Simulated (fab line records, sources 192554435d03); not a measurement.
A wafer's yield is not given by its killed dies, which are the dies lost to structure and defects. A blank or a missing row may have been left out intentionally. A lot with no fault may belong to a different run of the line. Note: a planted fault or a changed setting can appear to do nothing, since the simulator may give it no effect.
fab line records + flow n5_finfet
[record]
- lots = 9
- wafers = 27
- last_day = 20
route steps=1938 shown GATE_CUT@487 BEOL_M4@1111 PASSIVATION@1936
lots that met no fault: taken from a fault-free run of the same line
start_h: hours from the record's opening day to when the first of the lot's shown wafers began + wait_h: hours elapsed since this lot's preceding step + " identical to the entry in the row above + L1.1+2: a single row standing in for several wafers + - either no value or no given start + * or withheld: withheld + < > ~ a bound
route shown NAME@n: a module of which the file shows steps, and the number in the route of the first + usual: mean/standard deviation of fault-free wafers + same: alike in all rows + chamber/n: place in a boat + sites: per-site readings + _std_site: their standard deviation + _edge_site: inner sites' mean taken away from outer sites' mean + radius_mm: for every site, how far away it sits from the centre of the wafer + mask NAME#n: copy n + behind: tool/chamber where the wafer was last shaped + hold: why the lot went on hold/how many hours it stayed there/how the hold came to an end + device: names the non-switching transistor (n, p or np) + end of line: tests run on the same wafers once the route is complete + a step with no rows: only its recipe + killed: at the first sort, the dies lost to defects and structure; wafer yield is something else + map: a wafer's dies, marking killed ones x, the rest . and places with no die _
set.NAME: the setting as run; set.NAME@STEP: as run at that earlier step + model.NAME: the simulator's own value behind a step, which no gauge read
steps of the route over a sample of lots; a table a step, a row a wafer
services: the hour from which a tool's chamber was out of use, counted from the record's first day as start_h (under 0 if before that day), plus the number of hours and why
[[steps]]
[step N5_GATE_CUT_CD_MEAS_13]
[recipe]
- target_cd_nm = 20
- landing_energy_ev = 500
- detector = se_inlens
[usual]
- cd_nm = 20.0/0.31
| lot.wafer | tool      | chamber | start_h | wait_h | cd_nm |
|-----------|-----------|---------|---------|--------|-------|
| L774.1    | cd_sem-01 | 0       | 89.08   | -      | 19.9  |
| L774.3    | "         | 0       | "       | "      | 19.8  |
| L774.6    | "         | 0       | "       | "      | 20.1  |
| L778.2    | cd_sem-03 | 0       | 118.08  | -      | 20.0  |
| L778.3    | "         | 0       | "       | "      | 20.0  |
| L778.4    | "         | 0       | "       | "      | 19.8  |
| L780.1    | cd_sem-02 | 0       | 134.00  | -      | 20.1  |
| L780.2    | "         | 0       | "       | "      | 19.7  |
| L780.5    | "         | 0       | "       | "      | 19.5  |
| L788.2    | cd_sem-02 | 0       | 170.88  | -      | 19.4  |
| L788.4    | "         | 0       | "       | "      | 19.9  |
| L788.6    | "         | 0       | "       | "      | 19.6  |
| L789.2    | cd_sem-03 | 0       | 177.32  | -      | 20.2  |
| L789.4    | "         | 0       | "       | "      | 20.2  |
| L789.5    | "         | 0       | "       | "      | 20.5  |
| L790.1    | cd_sem-03 | 0       | 183.60  | -      | 20.2  |
| L790.2    | "         | 0       | "       | "      | 20.1  |
| L790.4    | "         | 0       | "       | "      | 20.3  |
| L791.1    | cd_sem-03 | 0       | 194.73  | -      | 19.9  |
| L791.4    | "         | 0       | "       | "      | 20.5  |
| L791.6    | "         | 0       | "       | "      | 20.3  |
| L792.1    | cd_sem-02 | 0       | 196.63  | -      | 20.4  |
| L792.5    | "         | 0       | "       | "      | 20.2  |
| L792.6    | "         | 0       | "       | "      | 20.7  |
| L795.2    | cd_sem-01 | 0       | 215.10  | -      | 19.9  |
| L795.3    | "         | 0       | "       | "      | 20.4  |
| L795.4    | "         | 0       | "       | "      | 20.0  |
[step N5_GATE_CUT_ETCH_36]
[recipe]
- chemistry = CF4
- target = SiARC
- target_depth_a = 130
- mask_material = CAR-EUV
- time_s = 21.7
- ion_energy_ev = 80
- pressure_mtorr = 40
- source_w = 545
- bias_w = 36
- Ar_flow_sccm = 100
- cf4_flow_sccm = 100
- ends = cleared
[usual]
- chamber_pressure_mTorr = 40.00/0.036
- drypump_motor_current_A = 5.7/0.37
- etch_rf_on_time_s = 21.4/0.75
- oes_product_au = 0.70/0.076
- rf_vpp_V = 184.3/1.2
- showerhead_plenum_p_Torr = 2.16/0.066
- throttle_valve_pct = 15.48/0.24
| lot.wafer | tool        | chamber | start_h | wait_h | chamber_pressure_mTorr | drypump_motor_current_A | etch_rf_on_time_s | oes_product_au | rf_hours_counter_h | rf_vpp_V | showerhead_plenum_p_Torr | throttle_valve_pct |
|-----------|-------------|---------|---------|--------|------------------------|-------------------------|-------------------|----------------|--------------------|----------|--------------------------|--------------------|
| L774.1    | rie_diel-02 | 1       | 89.25   | 0.0    | 40.01                  | 5.4                     | 21.3              | 0.69           | 108                | 181.9    | 2.09                     | 15.45              |
| L774.3    | "           | 3       | "       | "      | 40.04                  | 5.9                     | 21.7              | 0.65           | 148                | 185.1    | 2.21                     | 15.43              |
| L774.6    | "           | 0       | "       | "      | 40.00                  | 5.8                     | 22.3              | 0.58           | -                  | 183.9    | 2.13                     | 15.88              |
| L778.2    | rie_diel-06 | 2       | 118.26  | 0.0    | 40.02                  | 5.2                     | 21.8              | 0.81           | 7                  | 184.2    | 2.20                     | 15.19              |
| L778.3    | "           | 1       | "       | "      | 39.96                  | 5.5                     | 21.8              | 0.60           | 211                | 185.0    | 2.18                     | 15.59              |
| L778.4    | "           | 0       | "       | "      | 39.94                  | 6.2                     | 21.6              | 0.69           | 72                 | 184.7    | 2.15                     | 15.32              |
| L780.1    | rie_diel-02 | 1       | 134.18  | 0.0    | 40.02                  | 5.4                     | 21.2              | 0.68           | 116                | 182.2    | 2.09                     | 15.46              |
| L780.2    | "           | 0       | "       | "      | 39.98                  | 5.8                     | 21.9              | 0.58           | 227                | 183.3    | 2.13                     | 15.91              |
| L780.5    | "           | 0       | "       | "      | 40.03                  | 5.8                     | 22.1              | 0.57           | -                  | 183.8    | 2.13                     | 15.91              |
| L788.2    | rie_diel-02 | 3       | 171.07  | 0.0    | 40.07                  | 5.9                     | 21.9              | 0.63           | 163                | 185.5    | 2.20                     | 15.47              |
| L788.4    | "           | 0       | "       | "      | 40.04                  | 5.7                     | 22.2              | 0.57           | 234                | 183.4    | 2.12                     | 15.92              |
| L788.6    | "           | 2       | "       | "      | 40.00                  | 5.6                     | 21.6              | 0.66           | -                  | 182.4    | 1.98                     | 15.56              |
| L789.2    | rie_diel-06 | 0       | 177.50  | 0.0    | 40.00                  | 6.2                     | 21.7              | 0.69           | 81                 | 184.0    | 2.15                     | 15.35              |
| L789.4    | "           | 1       | "       | "      | 39.98                  | 5.5                     | 21.9              | 0.59           | 219                | 184.9    | 2.17                     | 15.62              |
| L789.5    | "           | 2       | "       | "      | 39.99                  | 5.2                     | 21.7              | 0.78           | -                  | 184.9    | 2.20                     | 15.20              |
| L790.1    | rie_diel-06 | 0       | 183.78  | 0.0    | 40.00                  | 6.2                     | 21.2              | 0.69           | 82                 | 183.1    | 2.15                     | 15.36              |
| L790.2    | "           | 2       | "       | "      | 39.97                  | 5.2                     | 21.6              | 0.77           | 18                 | 185.9    | 2.20                     | 15.21              |
| L790.4    | "           | 3       | "       | "      | 40.02                  | 5.4                     | 22.0              | 0.77           | 27                 | 183.4    | 2.10                     | 15.50              |
| L791.1    | rie_diel-06 | 1       | 195.06  | 0.0    | 40.03                  | 5.4                     | 22.1              | 0.58           | 224                | 185.7    | 2.17                     | 15.63              |
| L791.4    | "           | 0       | "       | "      | 40.03                  | 6.2                     | 21.5              | 0.68           | 85                 | 184.7    | 2.15                     | 15.37              |
| L791.6    | "           | 1       | "       | "      | 39.98                  | 5.4                     | 22.1              | 0.58           | -                  | 184.4    | 2.17                     | 15.61              |
| L792.1    | rie_diel-06 | 0       | 196.81  | 0.0    | 39.92                  | 6.2                     | 21.8              | 0.68           | 86                 | 182.9    | 2.15                     | 15.34              |
| L792.5    | "           | 1       | "       | "      | 40.05                  | 5.5                     | 22.5              | 0.58           | -                  | 183.6    | 2.17                     | 15.62              |
| L792.6    | "           | 2       | "       | "      | 40.00                  | 5.2                     | 21.5              | 0.77           | -                  | 185.8    | 2.20                     | 15.23              |
| L795.2    | rie_diel-02 | 3       | 215.28  | 0.0    | 40.01                  | 5.9                     | 21.9              | 0.63           | 175                | 184.1    | 2.20                     | 15.50              |
| L795.3    | "           | 0       | "       | "      | 39.91                  | 5.8                     | 22.3              | 0.56           | 245                | 183.8    | 2.12                     | 15.94              |
| L795.4    | "           | 1       | "       | "      | 40.04                  | 5.4                     | 21.5              | 0.66           | 129                | 182.3    | 2.08                     | 15.50              |
[step N5_GATE_CUT_STRIP_41]
[recipe]
- chemistry = CF4
- resist = SiARC
- power_w = 300
- bias_power_w = 75
- pressure_mtorr = 50
- cf4_flow_sccm = 150
- rf_frequency_hz = 6e+07
[usual]
- bias_power_w = 75.00/0.24
- cf4_flow_sccm = 150.1/0.43
- chamber_pressure_mTorr = 50.00/0.047
- drypump_motor_current_A = 5.7/0.37
- oes_product_au = 0.188/0.02
- rf_vpp_V = 271.5/1.6
- showerhead_plenum_p_Torr = 1.81/0.055
- throttle_valve_pct = 13.45/0.24
| lot.wafer | tool        | chamber | start_h | wait_h | bias_power_w | cf4_flow_sccm | chamber_pressure_mTorr | drypump_motor_current_A | oes_product_au | rf_hours_counter_h | rf_vpp_V | showerhead_plenum_p_Torr | throttle_valve_pct |
|-----------|-------------|---------|---------|--------|--------------|---------------|------------------------|-------------------------|----------------|--------------------|----------|--------------------------|--------------------|
| L774.1    | rie_diel-02 | 1       | 89.43   | 0.0    | 75.04        | 149.6         | 49.93                  | 5.4                     | 0.185          | 108                | 270.1    | 1.75                     | 13.43              |
| L774.3    | "           | 3       | "       | "      | 75.00        | 149.4         | 50.07                  | 5.9                     | 0.173          | 148                | 273.4    | 1.85                     | 13.43              |
| L774.6    | "           | 0       | "       | "      | 75.13        | 150.3         | 49.94                  | 5.8                     | 0.153          | -                  | 271.6    | 1.77                     | 13.82              |
| L778.2    | rie_diel-06 | 2       | 118.43  | 0.0    | 74.97        | 150.2         | 50.01                  | 5.2                     | 0.218          | 7                  | 271.0    | 1.84                     | 13.10              |
| L778.3    | "           | 1       | "       | "      | 74.91        | 150.6         | 50.05                  | 5.5                     | 0.161          | 211                | 271.7    | 1.82                     | 13.58              |
| L778.4    | "           | 0       | "       | "      | 74.70        | 150.5         | 50.03                  | 6.2                     | 0.189          | 73                 | 271.6    | 1.81                     | 13.30              |
| L780.1    | rie_diel-02 | 1       | 134.35  | 0.0    | 75.70        | 149.5         | 50.06                  | 5.4                     | 0.180          | 116                | 269.5    | 1.75                     | 13.43              |
| L780.2    | "           | 0       | "       | "      | 74.89        | 150.0         | 50.09                  | 5.8                     | 0.161          | 227                | 268.7    | 1.77                     | 13.84              |
| L780.5    | "           | 0       | "       | "      | 74.71        | 151.1         | 50.07                  | 5.7                     | 0.156          | -                  | 270.5    | 1.77                     | 13.84              |
| L788.2    | rie_diel-02 | 3       | 171.24  | 0.0    | -            | -             | -                      | -                       | -              | -                  | -        | -                        | -                  |
| L788.4    | "           | 0       | "       | "      | -            | -             | -                      | -                       | -              | -                  | -        | -                        | -                  |
| L788.6    | "           | 2       | "       | "      | -            | -             | -                      | -                       | -              | -                  | -        | -                        | -                  |
| L789.2    | rie_diel-06 | 0       | 177.67  | 0.0    | -            | -             | -                      | -                       | -              | -                  | -        | -                        | -                  |
| L789.4    | "           | 1       | "       | "      | -            | -             | -                      | -                       | -              | -                  | -        | -                        | -                  |
| L789.5    | "           | 2       | "       | "      | -            | -             | -                      | -                       | -              | -                  | -        | -                        | -                  |
| L790.1    | rie_diel-06 | 0       | 183.95  | 0.0    | -            | -             | -                      | -                       | -              | -                  | -        | -                        | -                  |
| L790.2    | "           | 2       | "       | "      | -            | -             | -                      | -                       | -              | -                  | -        | -                        | -                  |
| L790.4    | "           | 3       | "       | "      | -            | -             | -                      | -                       | -              | -                  | -        | -                        | -                  |
| L791.1    | rie_diel-06 | 1       | 195.23  | 0.0    | 74.88        | 150.0         | 50.00                  | 5.5                     | 0.158          | 224                | 272.4    | 1.81                     | 13.62              |
| L791.4    | "           | 0       | "       | "      | 74.87        | 149.7         | 49.94                  | 6.2                     | 0.189          | 86                 | 271.6    | 1.80                     | 13.35              |
| L791.6    | "           | 1       | "       | "      | 74.82        | 150.0         | 49.99                  | 5.5                     | 0.159          | -                  | 271.5    | 1.81                     | 13.62              |
| L792.1    | rie_diel-06 | 0       | 196.98  | 0.0    | 74.85        | 149.9         | 49.99                  | 6.2                     | 0.180          | 86                 | 270.3    | 1.80                     | 13.35              |
| L792.5    | "           | 1       | "       | "      | 75.27        | 150.5         | 50.04                  | 5.5                     | 0.161          | -                  | 271.4    | 1.81                     | 13.63              |
| L792.6    | "           | 2       | "       | "      | 75.28        | 149.6         | 49.95                  | 5.2                     | 0.219          | -                  | 272.9    | 1.83                     | 13.15              |
| L795.2    | rie_diel-02 | 3       | 215.45  | 0.0    | 74.62        | 149.9         | 50.01                  | 5.9                     | 0.169          | 175                | 271.7    | 1.84                     | 13.51              |
| L795.3    | "           | 0       | "       | "      | 75.18        | 150.4         | 49.99                  | 5.8                     | 0.157          | 245                | 269.2    | 1.77                     | 13.90              |
| L795.4    | "           | 1       | "       | "      | 74.82        | 149.9         | 50.04                  | 5.4                     | 0.182          | 129                | 270.9    | 1.75                     | 13.48              |
[step N5_GATE_CUT_VAPOR_ETCH_48]
[recipe]
- chemistry = BCl3/Cl2
- target = TiN
- mode = isotropic
[usual]
- drypump_motor_current_A = 5.8/0.4
- oes_product_au = 0.70/0.079
| lot.wafer | tool         | chamber | start_h | wait_h | drypump_motor_current_A | oes_product_au |
|-----------|--------------|---------|---------|--------|-------------------------|----------------|
| L774.1    | rie_metal-03 | 1       | 89.77   | 0.0    | 5.7                     | 0.76           |
| L774.3    | "            | 0       | "       | "      | 5.7                     | 0.81           |
| L774.6    | "            | 1       | "       | "      | 5.6                     | 0.77           |
| L778.2    | rie_metal-03 | 0       | 119.98  | 0.0    | 5.7                     | 0.81           |
| L778.3    | "            | 0       | "       | "      | 5.8                     | 0.81           |
| L778.4    | "            | 1       | "       | "      | 5.6                     | 0.77           |
| L780.1    | rie_metal-01 | 1       | 134.76  | 0.0    | 5.9                     | 0.61           |
| L780.2    | "            | 0       | "       | "      | 5.0                     | 0.80           |
| L780.5    | "            | 1       | "       | "      | 5.9                     | 0.62           |
| L788.2    | rie_metal-02 | 1       | 171.59  | 0.0    | 6.0                     | 0.61           |
| L788.4    | "            | 1       | "       | "      | 6.0                     | 0.61           |
| L788.6    | "            | 1       | "       | "      | 6.0                     | 0.62           |
| L789.2    | rie_metal-02 | 0       | 178.08  | 0.0    | 6.1                     | 0.71           |
| L789.4    | "            | 1       | "       | "      | 6.0                     | 0.62           |
| L789.5    | "            | 1       | "       | "      | 6.0                     | 0.62           |
| L790.1    | rie_metal-01 | 0       | 184.30  | 0.0    | 5.0                     | 0.79           |
| L790.2    | "            | 1       | "       | "      | 5.9                     | 0.61           |
| L790.4    | "            | 1       | "       | "      | 5.9                     | 0.62           |
| L791.1    | rie_metal-01 | 0       | 195.59  | 0.0    | 5.0                     | 0.79           |
| L791.4    | "            | 1       | "       | "      | 5.9                     | 0.61           |
| L791.6    | "            | 1       | "       | "      | 5.9                     | 0.61           |
| L792.1    | rie_metal-03 | 0       | 197.33  | 0.0    | 5.7                     | 0.79           |
| L792.5    | "            | 0       | "       | "      | 5.7                     | 0.79           |
| L792.6    | "            | 1       | "       | "      | 5.7                     | 0.76           |
| L795.2    | rie_metal-02 | 1       | 215.99  | 0.1    | 6.0                     | 0.61           |
| L795.3    | "            | 1       | "       | "      | 6.0                     | 0.61           |
| L795.4    | "            | 1       | "       | "      | 6.0                     | 0.61           |
[step N5_BEOL_M4_RC_MEAS_101]
[usual]
- DIBL_N = 37.1/2.6
- DIBL_P = 38/3
- IOFF_N = 0.18/0.052
- IOFF_P = 0.25/0.06
- ION_N = 678/15
- ION_P = 467/8.6
- SS_N = 71.7/0.73
- SS_P = 73.7/0.89
- VT_N = 249/4.3
- VT_P = -248/3.8
| lot.wafer | tool      | chamber | start_h | wait_h | DIBL_N[mV/V] | DIBL_P[mV/V] | IOFF_N[nA/um] | IOFF_P[nA/um] | ION_N[uA/um] | ION_P[uA/um] | SS_N[mV/dec] | SS_P[mV/dec] | VT_N[mV] | VT_P[mV] |
|-----------|-----------|---------|---------|--------|--------------|--------------|---------------|---------------|--------------|--------------|--------------|--------------|----------|----------|
| L774.1    | prober-02 | 0       | 228.07  | 0.0    | 34.6         | 36           | 0.13          | 0.18          | 657          | 448          | 70.1         | 72.9         | 253      | -255     |
| L774.3    | "         | 0       | "       | "      | 40.1         | 42           | 0.26          | 0.29          | 688          | 468          | 72.2         | 74.8         | 242      | -245     |
| L774.6    | "         | 0       | "       | "      | 36.5         | 38           | 0.17          | 0.22          | 667          | 459          | 72.0         | 72.7         | 249      | -251     |
| L780.1    | prober-02 | 0       | 265.89  | 0.1    | 37.1         | 39           | 0.18          | 0.24          | 674          | 463          | 72.0         | 74.2         | 250      | -248     |
| L780.2    | "         | 0       | "       | "      | 38.0         | 41           | 0.21          | 0.29          | 686          | 476          | 71.8         | 74.3         | 249      | -247     |
| L780.5    | "         | 0       | "       | "      | 34.7         | 37           | 0.14          | 0.21          | 667          | 463          | 70.5         | 73.3         | 252      | -247     |
| L778.2    | prober-02 | 0       | 273.11  | 0.2    | 34.7         | 34           | 0.13          | 0.22          | 659          | 464          | 71.6         | 73.4         | 251      | -247     |
| L778.3    | "         | 0       | "       | "      | 33.9         | 33           | 0.12          | 0.19          | 661          | 461          | 71.3         | 72.3         | 253      | -251     |
| L778.4    | "         | 0       | "       | "      | 34.8         | 35           | 0.13          | 0.23          | 674          | 475          | 71.1         | 72.6         | 255      | -246     |
| L788.2    | prober-01 | 0       | 317.31  | 0.2    | 34.6         | 36           | 0.12          | 0.22          | 669          | 471          | 71.3         | 73.4         | 256      | -249     |
| L788.4    | "         | 0       | "       | "      | 38.4         | 38           | 0.18          | 0.24          | 671          | 469          | 71.9         | 73.8         | 250      | -248     |
| L788.6    | "         | 0       | "       | "      | 40.5         | 41           | 0.23          | 0.32          | 693          | 476          | 72.6         | 74.8         | 246      | -243     |
| L790.1    | prober-02 | 0       | 326.89  | 0.0    | 36.8         | 38           | 0.15          | 0.25          | 675          | 469          | 71.2         | 73.1         | 253      | -245     |
| L790.2    | "         | 0       | "       | "      | 37.6         | 39           | 0.18          | 0.29          | 680          | 478          | 71.5         | 73.6         | 247      | -245     |
| L790.4    | "         | 0       | "       | "      | 42.1         | 43           | 0.30          | 0.40          | 712          | 482          | 72.6         | 75.5         | 241      | -240     |
| L789.2    | prober-01 | 0       | 342.59  | 0.2    | 38.9         | 39           | 0.21          | 0.29          | 685          | 470          | 72.4         | 73.9         | 247      | -243     |
| L789.4    | "         | 0       | "       | "      | 38.1         | 40           | 0.19          | 0.34          | 683          | 478          | 72.1         | 73.0         | 246      | -242     |
| L789.5    | "         | 0       | "       | "      | 40.2         | 41           | 0.25          | 0.35          | 692          | 478          | 72.4         | 74.0         | 243      | -241     |
| L792.1    | prober-01 | 0       | 348.65  | 0.0    | 35.4         | 38           | 0.15          | 0.20          | 669          | 457          | 71.1         | 73.4         | 253      | -252     |
| L792.5    | "         | 0       | "       | "      | 36.7         | 39           | 0.18          | 0.22          | 688          | 465          | 71.8         | 73.7         | 246      | -252     |
| L792.6    | "         | 0       | "       | "      | 35.1         | 38           | 0.15          | 0.21          | 669          | 460          | 71.3         | 73.4         | 251      | -251     |
| L791.1    | prober-01 | 0       | 351.78  | 0.7    | 32.3         | 34           | 0.11          | 0.17          | 661          | 452          | 70.5         | 71.0         | 253      | -252     |
| L791.4    | "         | 0       | "       | "      | 36.0         | 38           | 0.17          | 0.25          | 662          | 461          | 72.2         | 74.0         | 247      | -248     |
| L791.6    | "         | 0       | "       | "      | 32.8         | 34           | 0.12          | 0.18          | 671          | 469          | 70.6         | 71.9         | 254      | -252     |
| L795.2    | prober-02 | 0       | 367.82  | 0.2    | 36.5         | 39           | 0.19          | 0.26          | 704          | 484          | 71.2         | 74.6         | 244      | -243     |
| L795.3    | "         | 0       | "       | "      | 37.0         | 39           | 0.19          | 0.26          | 674          | 462          | 72.0         | 73.8         | 248      | -248     |
| L795.4    | "         | 0       | "       | "      | 38.3         | 41           | 0.23          | 0.30          | 700          | 477          | 71.3         | 74.7         | 245      | -248     |
[step N5_PASSIVATION_PROBE_49]
[usual]
- defect_limited_yield = 91.4/1.4
- killed_at_M0_to_M3 = 34/9.1
- killed_at_M4_up = 14/5.2
- killed_at_contacts = 12/6.4
- killed_at_front_end = 38/11
- killed_at_other = 3.7/2.8
- killed_dies = 102/17
- killed_open = 68/13
- killed_short = 32/7.8
- sort_bin_4_leakage = 0.05/0.3
- sort_bin_5_function = 5.1/1
- sort_bin_6_memory = 3.2/0.66
- sort_n_pass = 1076/19
- sort_yield_pct = 91.2/1.6
[same]
- gross_dies = 1180
- killed_at_back_side = 0
- sort_bin_8_speed[%] = 0
| lot.wafer | tool      | chamber | start_h | wait_h | defect_limited_yield[%] | killed_at_M0_to_M3 | killed_at_M4_up | killed_at_contacts | killed_at_front_end | killed_at_other | killed_dies | killed_open | killed_short | sort_bin_4_leakage[%] | sort_bin_5_function[%] | sort_bin_6_memory[%] | sort_n_pass | sort_yield_pct[%] |
|-----------|-----------|---------|---------|--------|-------------------------|--------------------|-----------------|--------------------|---------------------|-----------------|-------------|-------------|--------------|-----------------------|------------------------|----------------------|-------------|-------------------|
| L790.1    | prober-01 | -       | 436.11  | 0.0    | 91.9                    | 35                 | 14              | 0                  | 45                  | 2               | 96          | 69          | 27           | 0                     | 5.1                    | 2.9                  | 1084        | 91.9              |
| L790.2    | prober-01 | -       | 436.16  | 0.1    | 90.8                    | 33                 | 12              | 8                  | 53                  | 2               | 108         | 74          | 34           | 0                     | 5.3                    | 3.6                  | 1072        | 90.8              |
| L790.4    | prober-01 | -       | 436.26  | 0.2    | 92.3                    | 25                 | 12              | 12                 | 41                  | 1               | 91          | 68          | 23           | 0.34                  | 4.3                    | 3.1                  | 1085        | 91.9              |
| L789.2    | prober-01 | -       | 449.17  | 0.1    | 92.4                    | 28                 | 17              | 21                 | 23                  | 1               | 90          | 67          | 22           | 0                     | 4.7                    | 2.7                  | 1090        | 92.4              |
| L789.4    | prober-01 | -       | 449.27  | 0.2    | 92.1                    | 37                 | 18              | 5                  | 32                  | 1               | 93          | 65          | 28           | 0                     | 4.7                    | 2.9                  | 1087        | 92.1              |
| L789.5    | prober-01 | -       | 449.32  | 0.2    | 91.1                    | 47                 | 14              | 23                 | 21                  | 0               | 105         | 65          | 39           | 0                     | 5.6                    | 3.1                  | 1075        | 91.1              |
| L792.1    | prober-01 | -       | 450.88  | 0.0    | 90.7                    | 46                 | 19              | 9                  | 33                  | 3               | 110         | 81          | 28           | 0                     | 5.3                    | 3.6                  | 1070        | 90.7              |
| L792.5    | prober-01 | -       | 451.08  | 0.2    | 88.6                    | 39                 | 20              | 16                 | 60                  | 0               | 135         | 100         | 34           | 0                     | 6.8                    | 4.3                  | 1045        | 88.6              |
| L792.6    | prober-01 | -       | 451.13  | 0.3    | 87.5                    | 52                 | 16              | 24                 | 53                  | 3               | 148         | 98          | 46           | 0                     | 8.1                    | 4.2                  | 1032        | 87.5              |
| L791.1    | prober-01 | -       | 468.81  | 0.0    | 91.9                    | 41                 | 13              | 5                  | 32                  | 5               | 96          | 66          | 30           | 0                     | 5.2                    | 2.7                  | 1084        | 91.9              |
| L791.4    | prober-01 | -       | 468.96  | 0.2    | 94.8                    | 26                 | 7               | 9                  | 16                  | 3               | 61          | 43          | 17           | 0                     | 2.9                    | 1.9                  | 1119        | 94.8              |
| L791.6    | prober-01 | -       | 469.06  | 0.3    | 92.4                    | 46                 | 12              | 13                 | 17                  | 2               | 90          | 68          | 22           | 0                     | 4.8                    | 2.6                  | 1090        | 92.4              |
// killed by level:class
L790.1 BEOL_M3:geometric_particle:open=13 FIN_SAQP:geometric_particle:open=12 FIN_SAQP:geometric_particle:short=8 DUMMY_GATE:geometric_particle:open=8 BEOL_M1:geometric_particle:open=8 STI_FIN_REVEAL:geometric_particle:open=5 BEOL_M2:geometric_particle:open=5 BEOL_M4:geometric_particle:open=5
L790.2 FIN_SAQP:geometric_particle:open=14 FIN_SAQP:geometric_particle:short=11 STI_FIN_REVEAL:geometric_particle:open=10 BEOL_M1:geometric_particle:open=8 MOL_CONTACT_COAG:geometric_particle:open=7 BEOL_M0_SAQP:geometric_particle:short=7 BEOL_M5:geometric_particle:open=6 BEOL_M3:geometric_particle:open=5
L790.4 BEOL_M3:geometric_particle:open=12 FIN_SAQP:geometric_particle:open=10 STI_FIN_REVEAL:geometric_particle:open=9 MOL_CONTACT_COAG:geometric_particle:open=9 BEOL_M2:geometric_particle:open=6 DUMMY_GATE:geometric_particle:open=5 FIN_SAQP:geometric_particle:short=4 GATE_CUT:geometric_particle:short=4
L789.2 MOL_CONTACT_COAG:geometric_particle:open=16 BEOL_M2:geometric_particle:open=13 STI_FIN_REVEAL:geometric_particle:open=6 BEOL_M4:geometric_particle:open=6 MOL_CONTACT_COAG:geometric_particle:short=5 FIN_SAQP:geometric_particle:short=4 GATE_CUT:geometric_particle:open=4 BEOL_M0_SAQP:geometric_particle:short=4
L789.4 BEOL_M0_SAQP:geometric_particle:open=13 BEOL_M0_SAQP:geometric_particle:short=9 BEOL_M2:geometric_particle:open=8 FIN_SAQP:geometric_particle:open=7 BEOL_M5:geometric_particle:open=7 GATE_CUT:geometric_particle:short=6 DUMMY_GATE:geometric_particle:open=5 MOL_CONTACT_COAG:geometric_particle:open=4
L789.5 MOL_CONTACT_COAG:geometric_particle:open=17 BEOL_M0_SAQP:geometric_particle:short=12 BEOL_M0_SAQP:geometric_particle:open=8 MOL_CONTACT_COAG:geometric_particle:short=6 BEOL_M1:geometric_particle:open=6 BEOL_M2:geometric_particle:short=6 BEOL_M2:geometric_particle:open=5 GATE_CUT:geometric_particle:short=4
L792.1 BEOL_M0_SAQP:geometric_particle:open=13 BEOL_M4:geometric_particle:open=11 STI_FIN_REVEAL:geometric_particle:open=10 BEOL_M1:geometric_particle:open=9 MOL_CONTACT_COAG:geometric_particle:open=8 BEOL_M0_SAQP:geometric_particle:short=7 BEOL_M2:geometric_particle:open=6 DUMMY_GATE:geometric_particle:open=5
L792.5 FIN_SAQP:geometric_particle:open=15 STI_FIN_REVEAL:geometric_particle:open=15 BEOL_M2:geometric_particle:open=13 MOL_CONTACT_COAG:geometric_particle:open=12 FIN_SAQP:geometric_particle:short=11 BEOL_M1:geometric_particle:open=10 BEOL_M4:geometric_particle:open=9 BEOL_M3:geometric_particle:open=6
L792.6 MOL_CONTACT_COAG:geometric_particle:open=16 BEOL_M1:geometric_particle:open=15 BEOL_M2:geometric_particle:open=12 FIN_SAQP:geometric_particle:open=10 BEOL_M3:geometric_particle:open=9 STI_FIN_REVEAL:geometric_particle:open=8 MOL_CONTACT_COAG:geometric_particle:short=8 STARTING-WAFER:geometric_particle:open=7
L791.1 BEOL_M0_SAQP:geometric_particle:open=17 BEOL_M0_SAQP:geometric_particle:short=13 FIN_SAQP:geometric_particle:open=9 BEOL_M4:geometric_particle:open=6 STI_FIN_REVEAL:geometric_particle:open=4 MOL_CONTACT_COAG:geometric_particle:open=4 BEOL_M3:geometric_particle:open=4 FIN_SAQP:geometric_particle:short=3
L791.4 MOL_CONTACT_COAG:geometric_particle:open=9 BEOL_M2:geometric_particle:open=8 BEOL_M3:geometric_particle:open=7 STI_FIN_REVEAL:geometric_particle:open=5 BEOL_M0_SAQP:geometric_particle:short=5 BEOL_M5:geometric_particle:short=3 BEOL_M4:geometric_particle:open=3 STARTING-WAFER:geometric_particle:open=3
L791.6 BEOL_M3:geometric_particle:open=12 MOL_CONTACT_COAG:geometric_particle:open=8 BEOL_M0_SAQP:geometric_particle:open=8 BEOL_M1:geometric_particle:open=8 BEOL_M4:geometric_particle:open=8 BEOL_M2:geometric_particle:open=7 STI_FIN_REVEAL:geometric_particle:open=5 MOL_CONTACT_COAG:geometric_particle:short=5
[[services]]
| tool         | chamber | start_h | hours | kind           |
|--------------|---------|---------|-------|----------------|
| rie_metal-03 | -       | 87.47   | 0.3   | repair         |
| rie_metal-03 | -       | 100.78  | 2.8   | pm             |
| rie_metal-01 | -       | 104.04  | 2.8   | pm             |
| rie_diel-06  | -       | 105.21  | 0.6   | repair         |
| rie_diel-02  | 1       | 124.87  | 2.3   | repair         |
| rie_metal-03 | -       | 147.94  | 3.5   | repair         |
| rie_metal-02 | 0       | 195.10  | 26.1  | repair         |
| rie_diel-02  | 1       | 203.70  | 9.6   | repair         |
| rie_metal-01 | 1       | 207.18  | -     | clean          |
| rie_metal-01 | 1       | 207.18  | 17.1  | scheduled_down |
| rie_metal-01 | 1       | 207.18  | 17.1  | vent_cycle     |
[[key]]
[first_sign]
- step = N5_GATE_CUT_STRIP_41
- reading = tool_record
- direction = missing
effect none on later readings
met_at N5_GATE_CUT_STRIP_41
struck_lots L788,L789,L790
not_acting_at N5_GATE_CUT_CD_MEAS_13,N5_GATE_CUT_ETCH_36,N5_GATE_CUT_VAPOR_ETCH_48
onset_between 134.35 171.24
[fault]
- kind = skipped_step_whole
- tool = rie_diel-02,rie_diel-06
- chamber = -
- onset_h = 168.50
- steps = N5_GATE_CUT_STRIP_41
- scope = struck_lots_only
